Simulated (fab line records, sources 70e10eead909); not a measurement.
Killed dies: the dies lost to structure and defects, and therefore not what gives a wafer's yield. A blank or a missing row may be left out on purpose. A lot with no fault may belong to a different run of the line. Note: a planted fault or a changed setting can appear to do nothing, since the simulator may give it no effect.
Code-filled problem report in 8D (eight disciplines) form || flow nandHarc || the parts of the form that need people (team, actions taken, sign-off) are left out

== 1. WHAT WENT WRONG ==
A mean of 47.3 s is read at NHARC_A_CONTACT_ETCH_30 for runLengthS, taken on 1 wafer of 1 lot, against 51.7 s (standard deviation 0.6) on wafers free of any fault. Relative to the usual mean, that is a shift of -7.3 standard deviations.
The step: etches the open film in CF4/CHF3, target depth 60.5 nm, time 30.2 s.
The first sign was on wafer L571.4 at day 19 10:45, on rieDiel-03. The record has a number at this step for 27 wafers belonging to 9 lots. The rule behind "out" and "out of limits": a value lying over 4 standard deviations away from the usual mean. Any other wafer with a number is counted as sound.

== 2. WHAT IT IS, AND WHAT IT ISN'T ==
{"question": "which readings at this step", "is": "runLengthS", "is not": "chf3FlowSccm, drypumpMotorCurrentA, mfcArSccm, oesProductAu, showerheadPlenumPTorr, throttleValvePct"}
{"question": "which lots", "is": "L571", "is not": "L561, L562, L565, L574, L575, L577, L579, L580"}
{"question": "which wafers of those lots", "is": "L571.4", "is not": "L571.1, L571.5"}
{"question": "read on which tools", "is": "rieDiel-03", "is not": "rieDiel-04, rieDiel-11"}
{"question": "when", "is": "from day 19 10:45", "is not": "up to then (11 sound wafers); but 15 sound wafers of L574, L575, L577, L579, L580 came after"}

== 3. THE SUSPECTS, EACH WITH WHAT RULES IT OUT ==
Counting: a tool at a process step up to the reading stays a suspect if it ran every lot that is out. Sound lots after the first of them don't rule it out here, since some wafers of a struck lot are sound.
- rieDiel-03 at NHARC_A_CONTACT_ETCH_106 (etches the open film in CF4/O2, target depth 60 nm, overetch 6 nm, time 33 s): kept. It ran the lot that is out, L571 (day 19 07:26).
- aclDep-01 at NHARC_A_CONTACT_DEP_84 (deposits aC, target thk 2000 nm): kept. It ran the lot that is out, L571 (day 19 08:05).
- rieDiel-03 at NHARC_A_CONTACT_ETCH_30 (etches the open film in CF4/CHF3, target depth 60.5 nm, time 30.2 s): kept. L571, the lot that is out, went through it at day 19 10:45; up to then, the latest sound lot through it was L561 at day 17 07:31. On those wafers its own readings are out: runLengthS.
- In rieDiel-03 at NHARC_A_CONTACT_ETCH_30, the wafers that are out were processed in chamber 0 and their sound lot-mates in chambers 2, 3.
The count leaves rieDiel-03 at NHARC_A_CONTACT_ETCH_106, aclDep-01 at NHARC_A_CONTACT_DEP_84, and rieDiel-03 at NHARC_A_CONTACT_ETCH_30.

== 4. THE CAUSE (what the simulator had put in) ==
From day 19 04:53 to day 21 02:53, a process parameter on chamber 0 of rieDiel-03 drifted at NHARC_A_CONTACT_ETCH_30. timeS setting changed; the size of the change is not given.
Counting left 3 suspects, and this tool is among them.

== 5. THE CHAIN OF EFFECTS, in route order ==
Each row: a reading where the mean over the struck wafers with a number is more than 3 standard deviations away from the usual. Only readings for which the record gives a usual standard deviation are gone through. hours: the time from each lot's start at the first step in this table that gives one to its start at this step, as a median over the lots. sigmas: the change in usual standard deviations.
{"hours": 0, "step": "NHARC_A_CONTACT_ETCH_30", "reading": "runLengthS", "usual": "51.7 s", "on struck wafers": 47.3, "change": -4.4, "sigmas": -7.3}
Its process steps:
- NHARC_A_CONTACT_ETCH_30: etches the open film in CF4/CHF3, target depth 60.5 nm, time 30.2 s.

== 6. HOW IT WOULD HAVE BEEN CAUGHT EARLIER ==
6 hours passed between the start of the fault at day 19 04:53 and the first reading out of limits in this record, taken at day 19 10:45.
